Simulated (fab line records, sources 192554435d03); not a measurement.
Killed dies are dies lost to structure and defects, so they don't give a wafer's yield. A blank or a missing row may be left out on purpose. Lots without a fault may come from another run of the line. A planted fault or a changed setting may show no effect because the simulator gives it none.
Chamber matching | flow n5_finfet | N5_HKMG_FIN_ALD_36 on ald_metal-04: 4 sister chambers
The step deposits TiN, target thk 1 nm, pulse time 1 s, purge time 3 s. 4 wafers are shown with their chamber, then 12 later ones without.

WAFERS WITH THEIR CHAMBER
wafer  | chamber | heater_power_w (W)
L088.3 | 1       | 970
L088.4 | 3       | 820
L093.3 | 2       | 809
L093.6 | 0       | 885

WAFERS WITHOUT THEIR CHAMBER
wafer  | heater_power_w (W)
L094.1 | 976
L094.5 | 902
L094.6 | 960
L095.2 | 942
L095.3 | 790
L095.4 | 777
L096.2 | 794
L096.4 | 949
L096.6 | 811
L097.3 | 967
L097.5 | 958
L097.6 | 801

WHICH CHAMBER EACH WENT THROUGH
wafer  | from the rows above     | in truth
L094.1 | 1                       | 1
L094.5 | 0                       | 0
L094.6 | 1                       | 1
L095.2 | can't be placed: 1 or 0 | 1
L095.3 | can't be placed: 2 or 3 | 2
L095.4 | can't be placed: 2 or 3 | 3
L096.2 | can't be placed: 2 or 3 | 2
L096.4 | 1                       | 1
L096.6 | can't be placed: 2 or 3 | 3
L097.3 | 1                       | 1
L097.5 | 1                       | 1
L097.6 | can't be placed: 2 or 3 | 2
Placed correctly: 6 of 12. Can't be placed from these rows: 6 (the true chamber is among the candidates in 6). Placed wrongly: 0.
How it was worked out, from the rows above alone: a wafer's distance from a chamber is the root of the sum, over the readings, of the square of ((its reading less the chamber's mean) divided by the reading's scatter). The wafer belongs to the nearest chamber; if the next one is less than 2 further off, it can't be placed. A chamber's mean is the mean of its shown wafers. The scatter: with one shown wafer a chamber, the root of the mean of the squares of how far each hidden wafer lies from its nearest shown one.
